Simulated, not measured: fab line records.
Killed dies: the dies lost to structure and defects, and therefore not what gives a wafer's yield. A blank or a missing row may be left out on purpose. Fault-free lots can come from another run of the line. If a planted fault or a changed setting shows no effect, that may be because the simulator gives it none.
fab line records	flow nandHarc
record: lots: 24	wafers: 72	lastDay: 34
route steps=1302 shown A_STAIRCASE@680
lots that met no fault: from a run of the same line without faults
startH: start of the lot's first displayed wafer, in hours after the record's first day	waitH: hours from the lot's prior step to this one	" identical to the entry in the row above	L1.1+2: one row covering several wafers at once	- no value present, or no start provided	* or withheld: withheld	< > ~ a bound
route shown NAME@n: names a module that has steps shown in the file, with the first one's number in the route	usual: mean and standard deviation over wafers with no fault	same: alike in all rows	chamber/n: place in a boat	sites: readings site by site	_std_site: how widely they spread, as a standard deviation	_edge_site: inner sites' mean taken away from outer sites' mean	radiusMm: for every site, how far away it sits from the centre of the wafer	mask NAME#n: copy n	behind: the tool/chamber that last shaped the wafer	hold: reason for holding the lot/hours on hold/outcome of the hold	device: names the non-switching transistor (n, p or np)	end of line: tests run on the same wafers once the route is complete	where a step has no rows: the recipe by itself	killed: dies lost to structure and defects at the first sort, not the wafer's yield	map: a wafer's dies, marking killed ones x, the rest . and places with no die _
set.NAME: the run value of the setting; set.NAME@STEP: its run value at that earlier step	model.NAME: the simulator's own value behind a step, which no gauge read
route steps across a sampled set of lots; one table per step, one row per wafer
services: a tool's chamber out of use, with start hour (startH, from the record's first day; less than 0 if before it), hours out, and reason
== steps ==
step: NHARC_A_STAIRCASE_ETCH_23
recipe: targetDepthA: 1000	timeS: 40.5	ionEnergyEv: 400	c4f8FlowSccm: 20	o2FlowSccm: 10	arFlowSccm: withheld	rfW: 600	biasW: 1000	chemistry: C4F8/O2
usual: chamberPressureMTorr: 25.002/0.022	oesProductAu: 0.946/0.013	rfVppV: 894/3.8
lot.wafer	tool	chamber	startH	waitH	chamberPressureMTorr	oesProductAu	rfHoursCounterH	rfVppV
L074.3	rieDiel-12	1	-	-	24.991	0.926	26	891
L074.5	"	1	"	"	24.981	0.919	-	893
L074.6	"	2	"	"	24.999	0.938	-	897
L076.1	rieDiel-07	0	-	-	24.988	0.927	23	893
L076.3	"	1	"	"	24.989	0.960	23	892
L076.4	"	3	"	"	25.018	0.947	25	888
L075.2	rieDiel-12	1	-	-	25.041	0.943	30	892
L075.4	"	2	"	"	25.001	0.940	26	899
L075.5	"	2	"	"	25.010	0.948	-	901
L077.1	rieDiel-07	2	-	-	25.026	0.971	31	895
L077.4	"	1	"	"	24.994	0.950	-	891
L077.5	"	3	"	"	24.988	0.942	-	889
L079.1	rieDiel-08	1	-	-	24.993	0.961	9	892
L079.3	"	2	"	"	25.015	0.944	6	898
L079.4	"	3	"	"	24.954	0.950	6	901
L078.2	rieDiel-07	1	-	-	24.989	0.945	32	892
L078.3	"	2	"	"	25.005	0.963	35	896
L078.4	"	2	"	"	25.027	0.975	-	897
L080.2	rieDiel-12	2	-	-	24.999	0.934	40	899
L080.4	"	0	"	"	25.010	0.938	37	893
L080.3	"	1	"	"	24.985	0.945	44	893
L081.3	rieDiel-08	3	-	-	24.992	0.946	17	901
L081.5	"	1	"	"	25.010	0.949	-	892
L081.6	"	3	"	"	25.037	0.942	-	899
L082.4	rieDiel-08	3	-	-	24.972	0.940	18	902
L082.1	"	2	"	"	24.967	0.950	17	899
L082.6	"	3	"	"	24.957	0.948	-	900
L083.3	rieDiel-07	0	-	-	24.968	0.965	38	894
L083.4	"	2	"	"	25.037	0.956	46	895
L083.6	"	0	"	"	25.029	0.962	-	895
L084.2	rieDiel-12	0	-	-	25.035	0.950	3	893
L084.1	"	1	"	"	25.027	0.924	3	891
L084.6	"	0	"	"	25.033	0.952	-	895
L085.1	rieDiel-07	3	-	-	25.014	0.956	57	890
L085.4	"	1	"	"	24.980	0.961	54	891
L085.5	"	3	"	"	25.005	0.966	-	890
L087.1	rieDiel-07	1	-	-	25.026	0.950	55	891
L087.6	"	2	"	"	24.992	0.962	-	897
L087.5	"	3	"	"	24.984	0.938	-	889
L086.3	rieDiel-12	0	-	-	25.029	0.933	6	893
L086.4	"	1	"	"	25.011	0.918	6	892
L086.1	"	2	"	"	25.000	0.923	4	897
L088.1	rieDiel-08	1	-	-	25.031	0.959	44	890
L088.5	"	0	"	"	25.014	0.943	-	885
L088.6	"	1	"	"	24.989	0.949	-	892
L089.1	rieDiel-12	0	-	-	24.943	0.963	20	891
L089.3	"	2	"	"	25.027	0.931	15	897
L089.6	"	0	"	"	24.971	0.952	-	892
L090.2	rieDiel-07	0	-	-	25.010	0.961	9	894
L090.6	"	0	"	"	24.994	0.957	-	894
L090.5	"	1	"	"	25.023	0.963	-	890
L092.3	rieDiel-07	2	-	-	25.012	0.941	14	894
L092.2	"	3	"	"	24.961	0.933	13	888
L092.5	"	1	"	"	24.965	0.945	-	890
L091.2	rieDiel-12	3	-	-	24.995	0.949	25	899
L091.3	"	2	"	"	25.033	0.967	25	901
L091.5	"	0	"	"	25.011	0.940	-	891
L093.2	rieDiel-07	3	-	-	24.974	0.929	18	890
L093.4	"	0	"	"	25.010	0.940	15	895
L093.5	"	1	"	"	24.996	0.960	-	890
L094.3	rieDiel-12	2	-	-	25.010	0.955	36	898
L094.2	"	0	"	"	25.011	0.945	42	891
L094.5	"	2	"	"	25.018	0.946	-	898
L096.4	rieDiel-07	3	-	-	25.026	0.927	32	888
L096.3	"	0	"	"	24.994	0.934	31	895
L096.1	"	2	"	"	24.989	0.941	30	894
L095.4	rieDiel-07	1	-	-	24.979	0.946	28	889
L095.3	"	2	"	"	25.024	0.951	30	895
L095.6	"	2	"	"	24.973	0.943	-	895
L097.4	rieDiel-12	1	-	-	25.002	0.942	49	889
L097.1	"	2	"	"	25.007	0.953	44	897
L097.5	"	0	"	"	24.997	0.935	-	892
step: NHARC_A_STAIRCASE_ETCH_234
recipe: targetDepthA: 1000	timeS: 40.5	ionEnergyEv: 400	c4f8FlowSccm: 20	o2FlowSccm: 10	arFlowSccm: withheld	rfW: 600	biasW: 1000	chemistry: C4F8/O2
usual: chamberPressureMTorr: 24.996/0.024	oesProductAu: 0.947/0.012	rfVppV: 895/4.6
lot.wafer	tool	chamber	startH	waitH	chamberPressureMTorr	oesProductAu	rfHoursCounterH	rfVppV
L074.3	rieDiel-12	1	-	-	25.018	0.934	28	893
L074.5	"	2	"	"	24.968	0.937	-	898
L074.6	"	3	"	"	24.980	0.957	-	899
L076.1	rieDiel-08	0	-	-	24.981	0.941	1	888
L076.4	"	2	"	"	24.991	0.963	1	901
L076.3	"	3	"	"	25.009	0.940	1	901
L075.2	rieDiel-12	3	-	-	24.974	0.953	32	899
L075.4	"	1	"	"	24.975	0.922	33	893
L075.5	"	3	"	"	25.040	0.964	-	897
L077.1	rieDiel-12	1	-	-	24.988	0.945	37	892
L077.4	"	2	"	"	25.020	0.940	34	900
L077.5	"	0	"	"	24.968	0.942	-	895
L078.3	rieDiel-07	1	-	-	25.005	0.936	38	891
L078.2	"	2	"	"	24.997	0.949	40	894
L078.4	"	0	"	"	24.991	0.942	27	895
L079.1	rieDiel-12	1	-	-	25.004	0.941	46	892
L079.4	"	2	"	"	24.997	0.936	41	898
L079.3	"	0	"	"	25.042	0.923	39	894
L080.3	rieDiel-08	2	-	-	24.985	0.943	12	899
L080.4	"	3	"	"	24.995	0.949	13	900
L080.2	"	0	"	"	25.045	0.921	16	888
L081.3	rieDiel-12	1	-	-	25.046	0.953	54	892
L081.6	"	2	"	"	25.027	0.946	-	899
L081.5	"	3	"	"	25.004	0.946	-	900
L082.4	rieDiel-08	0	-	-	25.008	0.934	24	886
L082.1	"	3	"	"	24.999	0.950	22	901
L082.6	"	1	"	"	25.026	0.955	-	892
L083.4	rieDiel-08	2	-	-	24.980	0.934	27	900
L083.3	"	3	"	"	24.971	0.937	26	901
L083.6	"	3	"	"	24.995	0.945	-	900
L084.1	rieDiel-08	0	-	-	24.982	0.937	32	888
L084.2	"	1	"	"	24.970	0.958	34	892
L084.6	"	1	"	"	25.027	0.955	-	890
L085.1	rieDiel-08	1	-	-	25.004	0.948	36	891
L085.4	"	3	"	"	25.001	0.938	30	901
L085.5	"	0	"	"	24.989	0.916	-	885
L087.1	rieDiel-07	1	-	-	24.982	0.992	1	891
L087.6	"	1	"	"	24.993	0.982	-	892
L087.5	"	2	"	"	24.977	0.945	-	896
L086.1	rieDiel-08	1	-	-	24.947	0.955	41	890
L086.3	"	3	"	"	24.959	0.954	37	901
L086.4	"	1	"	"	25.002	0.957	-	890
L088.1	rieDiel-08	2	-	-	24.981	0.942	41	898
L088.5	"	0	"	"	24.989	0.929	-	888
L088.6	"	1	"	"	24.972	0.945	-	891
L089.1	rieDiel-07	2	-	-	25.030	0.959	7	895
L089.3	"	0	"	"	25.019	0.935	7	894
L089.6	"	3	"	"	25.026	0.931	-	888
L090.2	rieDiel-07	0	-	-	24.979	0.934	11	895
L090.5	"	0	"	"	24.969	0.941	-	894
L090.6	"	1	"	"	25.004	0.959	-	891
L091.3	rieDiel-07	2	-	-	24.967	0.958	17	894
L091.2	"	1	"	"	25.040	0.955	14	892
L091.5	"	2	"	"	25.021	0.959	-	895
L092.2	rieDiel-08	2	-	-	24.971	0.926	52	900
L092.3	"	3	"	"	25.008	0.945	51	899
L092.5	"	1	"	"	25.034	0.960	-	891
L093.2	rieDiel-12	0	-	-	25.008	0.956	43	892
L093.4	"	2	"	"	25.001	0.951	37	897
L093.5	"	3	"	"	25.033	0.940	-	898
L094.2	rieDiel-08	0	-	-	24.992	0.974	2	906
L094.3	"	2	"	"	24.972	0.937	2	900
L094.5	"	0	"	"	24.983	0.973	-	906
L096.3	rieDiel-08	1	-	-	24.996	0.958	11	891
L096.1	"	2	"	"	24.978	0.948	9	897
L096.4	"	3	"	"	24.952	0.933	8	900
L095.3	rieDiel-07	1	-	-	24.989	0.962	30	890
L095.4	"	2	"	"	25.011	0.948	32	894
L095.6	"	1	"	"	25.018	0.961	-	891
L097.4	rieDiel-12	3	-	-	24.944	0.930	51	897
L097.1	"	1	"	"	24.959	0.943	53	889
L097.5	"	2	"	"	25.001	0.950	-	899
step: NHARC_A_STAIRCASE_ETCH_273
recipe: targetDepthA: 1.02e+05	timeS: 2468.6	ionEnergyEv: 800	c4f8FlowSccm: 80	o2FlowSccm: 60	arFlowSccm: withheld	rfW: 600	biasW: 3000	chemistry: C4F8/O2/Ar
usual: chamberPressureMTorr: 24.999/0.026	oesProductAu: 0.940/0.014	rfVppV: 1822/8.8
lot.wafer	tool	chamber	startH	waitH	chamberPressureMTorr	oesProductAu	rfHoursCounterH	rfVppV
L074.3	rieDiel-12	2	-	-	24.982	0.935	24	1835
L074.6	"	2	"	"	24.956	0.936	-	1834
L074.5	"	3	"	"	25.026	0.963	-	1832
L075.2	rieDiel-07	3	-	-	24.995	0.938	31	1814
L075.5	"	2	"	"	24.978	0.947	-	1827
L075.4	"	3	"	"	25.018	0.941	-	1814
L076.1	rieDiel-08	1	-	-	25.034	0.953	7	1818
L076.4	"	2	"	"	25.008	0.950	5	1833
L076.3	"	3	"	"	24.958	0.928	4	1838
L077.1	rieDiel-08	0	-	-	24.923	0.918	13	1809
L077.4	"	1	"	"	25.038	0.945	12	1819
L077.5	"	1	"	"	25.001	0.937	-	1817
L078.3	rieDiel-07	0	-	-	25.019	0.922	28	1823
L078.2	"	1	"	"	25.002	0.941	39	1818
L078.4	"	2	"	"	24.989	0.976	42	1824
L079.1	rieDiel-08	2	-	-	24.981	0.946	13	1834
L079.4	"	0	"	"	24.986	0.940	17	1809
L079.3	"	1	"	"	25.017	0.962	16	1818
L080.2	rieDiel-07	0	-	-	25.011	0.924	30	1824
L080.3	"	1	"	"	24.979	0.942	41	1816
L080.4	"	3	"	"	24.981	0.946	42	1814
L081.3	rieDiel-08	3	-	-	25.029	0.941	22	1836
L081.5	"	0	"	"	24.994	0.927	-	1809
L081.6	"	1	"	"	25.041	0.939	-	1816
L082.1	rieDiel-07	3	-	-	24.976	0.956	51	1813
L082.4	"	2	"	"	25.064	0.965	47	1825
L082.6	"	0	"	"	24.982	0.944	-	1824
L083.3	rieDiel-12	1	-	-	24.987	0.936	7	1818
L083.4	"	2	"	"	24.989	0.938	5	1833
L083.6	"	1	"	"	24.989	0.940	-	1819
L084.1	rieDiel-12	1	-	-	24.986	0.918	16	1816
L084.2	"	2	"	"	24.969	0.933	10	1834
L084.6	"	2	"	"	24.988	0.929	-	1834
L085.4	rieDiel-07	3	-	-	25.015	0.949	1	1814
L085.1	"	2	"	"	25.021	0.949	1	1823
L085.5	"	0	"	"	25.007	0.949	-	1822
L087.1	rieDiel-12	3	-	-	25.012	0.927	14	1831
L087.6	"	1	"	"	25.041	0.912	-	1818
L087.5	"	2	"	"	24.943	0.920	-	1832
L086.3	rieDiel-08	1	-	-	24.969	0.951	42	1818
L086.1	"	2	"	"	24.972	0.956	37	1832
L086.4	"	0	"	"	25.033	0.935	41	1807
L088.1	rieDiel-08	2	-	-	24.987	0.946	42	1832
L088.6	"	0	"	"	25.057	0.944	-	1808
L088.5	"	1	"	"	24.982	0.971	-	1817
L089.1	rieDiel-08	1	-	-	24.951	0.968	49	1816
L089.3	"	3	"	"	25.004	0.936	43	1836
L089.6	"	2	"	"	25.029	0.946	-	1832
L090.2	rieDiel-07	0	-	-	24.993	0.920	12	1822
L090.5	"	2	"	"	25.002	0.940	-	1824
L090.6	"	3	"	"	25.041	0.928	-	1813
L091.2	rieDiel-07	1	-	-	25.022	0.934	18	1814
L091.3	"	2	"	"	24.986	0.920	21	1824
L091.5	"	0	"	"	25.025	0.916	-	1822
L092.2	rieDiel-07	1	-	-	25.007	0.934	20	1815
L092.3	"	0	"	"	25.000	0.903	21	1821
L092.5	"	1	"	"	25.025	0.933	-	1815
L093.2	rieDiel-07	2	-	-	25.027	0.926	27	1824
L093.4	"	0	"	"	25.014	0.939	28	1823
L093.5	"	2	"	"	24.963	0.934	-	1824
L094.3	rieDiel-07	1	-	-	24.984	0.969	27	1814
L094.2	"	3	"	"	25.017	0.931	31	1812
L094.5	"	1	"	"	24.982	0.965	-	1816
L096.4	rieDiel-08	3	-	-	24.998	0.933	8	1835
L096.3	"	0	"	"	24.974	0.944	11	1846
L096.1	"	2	"	"	24.957	0.943	9	1832
L095.3	rieDiel-07	0	-	-	25.030	0.950	34	1822
L095.4	"	2	"	"	24.976	0.950	32	1823
L095.6	"	0	"	"	24.987	0.942	-	1823
L097.1	rieDiel-12	3	-	-	25.003	0.930	53	1832
L097.4	"	0	"	"	25.013	0.933	59	1819
L097.5	"	3	"	"	25.023	0.935	-	1832
step: NHARC_A_STAIRCASE_STRIP_476
recipe: timeS: 20	o2FlowSccm: 500	arFlowSccm: 0	biasW: 0	chemistry: O2
usual: chamberPressureMTorr: 60.00/0.054	drypumpMotorCurrentA: 5.8/0.38	oesProductAu: 1.000/0.012	rfVppV: 57.6/0.95	showerheadPlenumPTorr: 3.47/0.11	throttleValvePct: 17.036/0.0093
lot.wafer	tool	chamber	startH	waitH	chamberPressureMTorr	drypumpMotorCurrentA	oesProductAu	rfHoursCounterH	rfVppV	showerheadPlenumPTorr	throttleValvePct
L074.3	rieDiel-07	2	383.93	0.1	59.93	6.0	1.019	30	58.7	3.51	17.049
L074.6	"	3	"	"	60.02	4.9	1.009	-	56.3	3.37	17.049
L074.5	"	0	"	"	60.03	5.8	0.974	-	58.7	3.49	17.028
L075.2	rieDiel-07	0	409.71	0.1	60.03	5.8	0.979	26	57.2	3.49	17.018
L075.4	"	1	"	"	60.03	6.3	1.001	37	59.1	3.39	17.047
L075.5	"	3	"	"	60.01	4.9	0.996	-	59.1	3.37	17.028
L076.3	rieDiel-07	1	411.01	0.1	60.05	6.3	1.009	37	56.3	3.39	17.034
L076.4	"	3	"	"	60.05	4.9	1.002	39	55.8	3.37	17.030
L076.1	"	0	"	"	60.00	5.9	0.979	26	60.4	3.49	17.037
L077.1	rieDiel-12	3	420.54	0.1	59.98	6.0	1.008	47	57.4	3.61	17.041
L077.4	"	0	"	"	60.01	5.8	0.991	40	56.2	3.45	17.041
L077.5	"	3	"	"	59.93	6.0	1.010	-	58.8	3.61	17.049
L078.4	rieDiel-07	2	436.45	0.1	60.00	6.0	1.009	45	58.7	3.50	17.033
L078.2	"	3	"	"	59.98	4.9	0.994	44	57.4	3.36	17.027
L078.3	"	0	"	"	60.02	5.8	0.995	33	59.5	3.48	17.030
L079.3	rieDiel-12	3	439.65	0.1	59.99	6.0	1.022	51	59.9	3.61	17.033
L079.1	"	0	"	"	59.98	5.8	1.005	47	57.9	3.45	17.032
L079.4	"	1	"	"	59.97	5.6	0.993	54	56.6	3.41	17.050
L080.3	rieDiel-07	0	440.04	0.1	59.90	5.8	0.997	34	57.7	3.48	17.036
L080.2	"	1	"	"	60.03	6.3	1.013	44	58.6	3.39	17.031
L080.4	"	1	"	"	60.08	6.3	1.010	-	56.8	3.39	17.045
L081.3	rieDiel-12	1	465.51	0.2	59.98	5.6	0.971	4	57.3	3.40	17.041
L081.5	"	2	"	"	60.06	5.9	0.992	-	59.3	3.60	17.019
L081.6	"	3	"	"	60.01	6.1	0.999	-	59.6	3.61	17.024
L082.4	rieDiel-12	0	471.87	0.1	59.97	5.8	0.989	7	58.1	3.44	17.037
L082.1	"	3	"	"	59.95	6.1	0.979	6	57.8	3.61	17.032
L082.6	"	1	"	"	59.92	5.6	0.978	-	57.0	3.40	17.028
L083.4	rieDiel-12	1	491.45	0.2	59.99	5.6	0.983	21	58.1	3.39	17.033
L083.3	"	3	"	"	60.01	6.1	0.991	14	56.7	3.60	17.038
L083.6	"	2	"	"	60.00	5.9	0.992	-	57.9	3.60	17.027
L084.2	rieDiel-12	0	496.86	0.1	60.02	5.8	0.997	19	58.0	3.43	17.041
L084.1	"	3	"	"	59.99	6.0	0.993	14	58.2	3.60	17.037
L084.6	"	1	"	"	60.05	5.6	0.984	-	58.3	3.39	17.054
L085.4	rieDiel-08	1	504.76	0.1	59.97	5.5	1.014	45	57.8	3.39	17.041
L085.1	"	3	"	"	59.99	6.4	1.021	41	58.4	3.65	17.028
L085.5	"	2	"	"	60.00	5.9	1.004	-	58.0	3.60	17.055
L087.1	rieDiel-12	2	508.24	0.1	59.97	5.8	0.999	17	58.1	3.60	17.053
L087.6	"	2	"	"	60.03	5.8	0.993	-	57.6	3.60	17.043
L087.5	"	3	"	"	59.90	6.0	0.982	-	58.5	3.60	17.043
L086.4	rieDiel-12	3	510.68	0.1	59.91	6.0	0.991	17	56.8	3.60	17.044
L086.1	"	0	"	"	60.02	5.8	1.006	22	59.0	3.43	17.030
L086.3	"	1	"	"	60.01	5.6	0.992	24	55.7	3.39	17.043
L088.1	rieDiel-08	1	529.46	0.1	60.02	5.4	1.016	52	57.4	3.39	17.027
L088.6	"	3	"	"	59.89	6.4	1.004	-	55.6	3.64	17.043
L088.5	"	0	"	"	60.03	5.8	0.996	-	56.9	3.27	17.048
L089.1	rieDiel-08	1	531.89	0.1	60.01	5.4	1.021	52	55.5	3.39	17.030
L089.3	"	3	"	"	60.02	6.4	0.997	45	56.9	3.64	17.032
L089.6	"	1	"	"	60.14	5.4	1.019	-	58.0	3.39	17.031
L090.2	rieDiel-08	0	553.98	0.1	59.97	5.8	1.010	0	57.3	3.81	17.043
L090.6	"	1	"	"	59.97	5.4	1.008	-	56.4	3.39	17.024
L090.5	"	2	"	"	60.09	5.9	0.991	-	58.0	3.60	17.034
L091.3	rieDiel-12	3	565.18	0.1	60.00	6.0	0.992	38	58.2	3.59	17.061
L091.2	"	0	"	"	59.93	5.8	1.007	44	56.9	3.42	17.035
L091.5	"	2	"	"	59.93	5.8	1.016	-	58.1	3.58	17.042
L092.3	rieDiel-12	0	565.83	0.1	59.98	5.8	0.997	44	57.3	3.42	17.041
L092.2	"	1	"	"	60.06	5.6	0.996	41	56.3	3.38	17.027
L092.5	"	0	"	"	59.98	5.8	0.986	-	58.6	3.42	17.033
L093.4	rieDiel-07	0	582.33	0.1	60.07	5.8	1.009	33	57.9	3.46	17.032
L093.2	"	2	"	"	59.94	5.9	1.003	32	58.0	3.48	17.069
L093.5	"	3	"	"	60.06	4.9	0.983	-	56.9	3.34	17.034
L094.2	rieDiel-07	1	586.33	0.1	60.11	6.3	1.015	31	57.7	3.37	17.050
L094.3	"	2	"	"	60.07	6.0	1.008	32	58.3	3.48	17.025
L094.5	"	3	"	"	60.11	4.9	0.991	-	57.3	3.34	17.047
L096.3	rieDiel-07	2	602.25	0.1	59.90	5.9	1.003	36	58.2	3.48	17.029
L096.4	"	3	"	"	59.99	4.9	0.995	39	57.2	3.34	17.012
L096.1	"	1	"	"	60.04	6.3	1.019	37	57.3	3.36	17.035
L095.3	rieDiel-12	1	604.44	0.2	60.09	5.6	0.998	50	57.2	3.38	17.035
L095.4	"	2	"	"	59.96	5.8	1.011	44	59.2	3.58	17.033
L095.6	"	0	"	"	59.94	5.8	0.993	-	57.5	3.41	17.029
L097.1	rieDiel-07	2	642.44	0.1	59.92	5.9	1.004	50	57.7	3.47	17.039
L097.4	"	3	"	"	59.95	4.9	1.012	53	58.4	3.33	17.039
L097.5	"	1	"	"	59.94	6.3	1.013	-	57.8	3.36	17.036
step: NHARC_A_STAIRCASE_DEP_322
recipe: targetThkA: 72000	tempC: 400	targetThkNm: 7200	teosFlowSccm: 200	rfW: 500	material: SiO2
usual: heaterPowerOuterW: 412/71	heaterPowerW: 707/95	susceptorTempC: 399.97/0.21
lot.wafer	tool	chamber	startH	waitH	heaterPowerOuterW	heaterPowerW	susceptorTempC
L074.3	pecvd-01	0	409.10	0.3	479	764	399.70
L074.5	"	1	"	"	326	566	400.30
L074.6	"	2	"	"	252	516	399.80
L076.1	pecvd-02	0	429.28	0.2	472	841	400.03
L076.3	"	1	"	"	428	752	399.95
L076.4	"	0	"	"	412	738	400.04
L075.2	pecvd-04	2	429.42	0.3	459	828	399.87
L075.4	"	1	"	"	466	729	400.00
L075.5	"	2	"	"	383	736	400.03
L077.1	pecvd-04	2	440.16	0.2	442	819	400.02
L077.5	"	1	"	"	466	738	399.79
L077.4	"	0	"	"	364	673	400.01
L078.3	pecvd-02	0	454.68	0.1	445	782	399.81
L078.2	"	2	"	"	392	626	399.93
L078.4	"	2	"	"	382	614	399.98
L079.3	pecvd-02	0	458.14	0.1	523	872	399.59
L079.1	"	2	"	"	472	720	400.06
L079.4	"	0	"	"	401	746	399.77
L080.3	pecvd-01	0	458.23	0.2	495	803	400.03
L080.2	"	1	"	"	360	621	399.99
L080.4	"	2	"	"	259	515	399.84
L081.3	pecvd-02	1	484.57	0.3	430	739	399.92
L081.5	"	2	"	"	384	617	399.79
L081.6	"	0	"	"	417	756	399.92
L082.1	pecvd-02	0	494.39	0.2	509	868	400.33
L082.4	"	2	"	"	386	614	400.03
L082.6	"	0	"	"	407	753	400.22
L084.1	pecvd-04	1	513.60	0.1	457	727	400.46
L084.2	"	0	"	"	448	788	400.39
L084.6	"	0	"	"	355	623	400.40
L083.3	pecvd-02	0	513.79	0.3	541	926	400.09
L083.6	"	1	"	"	328	605	399.58
L083.4	"	0	"	"	405	758	399.68
L085.1	pecvd-04	2	525.42	0.1	455	812	400.23
L085.4	"	2	"	"	383	715	399.97
L085.5	"	0	"	"	340	645	400.28
L087.1	pecvd-01	1	526.02	0.7	397	659	400.01
L087.6	"	2	"	"	267	532	400.06
L087.5	"	1	"	"	297	535	399.70
L086.3	pecvd-04	2	531.99	0.2	491	845	399.80
L086.1	"	0	"	"	422	735	399.85
L086.4	"	1	"	"	468	735	399.60
L089.3	pecvd-02	1	549.59	0.2	408	722	399.77
L089.1	"	2	"	"	396	646	400.09
L089.6	"	1	"	"	320	604	400.05
L088.1	pecvd-04	1	549.59	0.2	577	887	399.84
L088.6	"	1	"	"	451	732	400.24
L088.5	"	2	"	"	382	709	399.63
L090.2	pecvd-02	2	574.11	0.1	452	703	399.64
L090.6	"	2	"	"	391	625	399.85
L090.5	"	0	"	"	413	756	399.55
L091.2	pecvd-02	0	584.98	0.1	471	822	399.97
L091.3	"	1	"	"	336	620	399.93
L091.5	"	2	"	"	381	621	400.24
L092.3	pecvd-04	1	584.98	0.1	477	740	400.05
L092.2	"	0	"	"	433	758	399.95
L092.5	"	1	"	"	457	737	400.07
L093.2	pecvd-04	1	600.87	0.1	527	812	399.97
L093.4	"	2	"	"	390	715	399.98
L093.5	"	0	"	"	348	616	400.40
L094.3	pecvd-01	0	609.62	0.2	499	796	400.07
L094.2	"	1	"	"	297	549	399.62
L094.5	"	0	"	"	426	710	399.81
L095.3	pecvd-04	0	620.71	0.2	375	658	400.09
L095.6	"	0	"	"	345	616	399.97
L095.4	"	1	"	"	459	731	400.22
L096.1	pecvd-01	0	620.76	0.2	490	781	399.72
L096.4	"	1	"	"	290	562	399.99
L096.3	"	0	"	"	444	711	399.53
L097.1	pecvd-04	2	661.45	0.3	433	759	400.26
L097.5	"	1	"	"	440	705	399.90
L097.4	"	2	"	"	370	705	400.12
step: NHARC_A_STAIRCASE_CMP_152
usual: motorCurrentA: 12.4/1.1	slurryFilterDpKPa: 13.51/0.13
lot.wafer	tool	chamber	startH	waitH	motorCurrentA	slurryFilterDpKPa
L074.3	cmp-03	0	431.10	0.1	14.3	13.57
L074.5	"	0	"	"	13.8	13.69
L074.6	"	1	"	"	11.6	13.44
L075.4	cmp-02	3	449.91	0.1	11.0	13.76
L075.2	"	0	"	"	13.5	13.60
L075.5	"	3	"	"	10.7	13.62
L076.4	cmp-03	3	450.62	0.1	13.3	13.59
L076.3	"	0	"	"	14.1	13.73
L076.1	"	2	"	"	11.5	13.50
L077.4	cmp-03	1	463.65	0.1	12.2	13.52
L077.1	"	3	"	"	13.6	13.61
L077.5	"	1	"	"	11.5	13.57
L080.2	cmp-02	3	478.49	0.1	10.5	13.77
L080.4	"	0	"	"	13.2	13.75
L080.3	"	2	"	"	11.6	13.73
L078.2	cmp-03	1	478.84	0.1	11.5	13.55
L078.3	"	2	"	"	11.4	13.40
L078.4	"	3	"	"	14.0	13.57
L079.4	cmp-02	2	481.74	0.1	12.1	13.43
L079.1	"	3	"	"	10.7	13.55
L079.3	"	0	"	"	13.0	13.63
L081.3	cmp-04	1	516.34	0.1	13.8	13.62
L081.5	"	0	"	"	11.8	13.54
L081.6	"	1	"	"	14.0	13.53
L082.4	cmp-02	2	516.61	0.1	12.0	13.67
L082.1	"	3	"	"	10.6	13.64
L082.6	"	2	"	"	11.0	13.50
L084.2	cmp-04	0	539.02	0.1	11.5	13.25
L084.1	"	2	"	"	11.9	13.69
L084.6	"	1	"	"	13.3	13.54
L083.3	cmp-03	3	539.32	0.1	12.9	13.46
L083.4	"	1	"	"	11.2	13.67
L083.6	"	0	"	"	14.5	13.54
L085.1	cmp-03	3	551.09	0.1	13.3	13.53
L085.4	"	0	"	"	14.2	13.61
L085.5	"	3	"	"	13.0	13.27
L087.1	cmp-03	2	552.30	0.1	11.6	13.37
L087.5	"	1	"	"	11.8	13.45
L087.6	"	2	"	"	11.3	13.42
L086.4	cmp-04	2	558.08	0.1	12.9	13.62
L086.3	"	3	"	"	11.4	13.78
L086.1	"	1	"	"	13.2	13.64
L088.1	cmp-04	3	572.43	0.1	11.5	13.42
L088.5	"	0	"	"	11.5	13.38
L088.6	"	1	"	"	13.7	13.58
L089.1	cmp-03	0	572.48	0.1	14.0	13.35
L089.3	"	1	"	"	12.0	13.64
L089.6	"	1	"	"	12.0	13.34
L090.2	cmp-03	1	597.54	0.1	11.5	13.34
L090.6	"	3	"	"	13.3	13.45
L090.5	"	0	"	"	14.4	13.33
L091.2	cmp-03	2	608.28	0.1	11.2	13.62
L091.3	"	0	"	"	13.3	13.68
L091.5	"	2	"	"	11.1	13.49
L092.2	cmp-03	3	608.84	0.1	13.2	13.44
L092.3	"	1	"	"	12.0	13.52
L092.5	"	3	"	"	13.4	13.52
L093.4	cmp-04	3	624.86	0.1	11.8	13.42
L093.2	"	1	"	"	14.0	13.45
L093.5	"	0	"	"	12.0	13.55
L094.3	cmp-02	1	634.64	0.1	12.6	13.35
L094.2	"	3	"	"	10.6	13.37
L094.5	"	0	"	"	12.6	13.58
L096.1	cmp-04	3	644.24	0.1	11.6	13.74
L096.4	"	0	"	"	11.8	13.37
L096.3	"	1	"	"	13.5	13.27
L095.3	cmp-02	0	645.34	0.1	12.7	13.52
L095.4	"	1	"	"	12.1	13.54
L095.6	"	0	"	"	14.1	13.53
L097.4	cmp-04	1	686.06	0.1	13.2	13.60
L097.1	"	0	"	"	11.9	13.20
L097.5	"	1	"	"	13.5	13.72
== services ==
tool	chamber	startH	hours	kind
cmp-03	-	331.53	0.3	repair
rieDiel-08	2	342.26	1.4	repair
rieDiel-07	3	347.17	4.9	repair
cmp-03	-	350.20	1.2	repair
cmp-03	-	358.00	4.0	pm
rieDiel-08	-	367.88	9.0	pm
rieDiel-07	0	385.23	18.2	repair
cmp-03	-	414.38	0.4	repair
rieDiel-08	0	431.78	2.8	repair
rieDiel-12	-	447.46	9.0	pm
rieDiel-08	0	481.63	3.7	repair
rieDiel-08	-	488.25	0.8	repair
rieDiel-12	1	544.04	2.3	repair
rieDiel-08	-	544.88	9.0	pm
rieDiel-12	2	582.04	17.2	repair
rieDiel-08	3	590.36	5.6	repair
rieDiel-08	2	611.67	5.8	repair
rieDiel-12	-	624.46	9.0	pm
rieDiel-12	1	633.81	3.7	repair
rieDiel-12	2	638.94	16.7	repair
rieDiel-07	-	642.46	0.2	repair
rieDiel-07	-	648.35	9.0	pm
rieDiel-07	1	676.89	4.1	repair
rieDiel-08	1	678.67	1.2	repair
== key ==
fault none
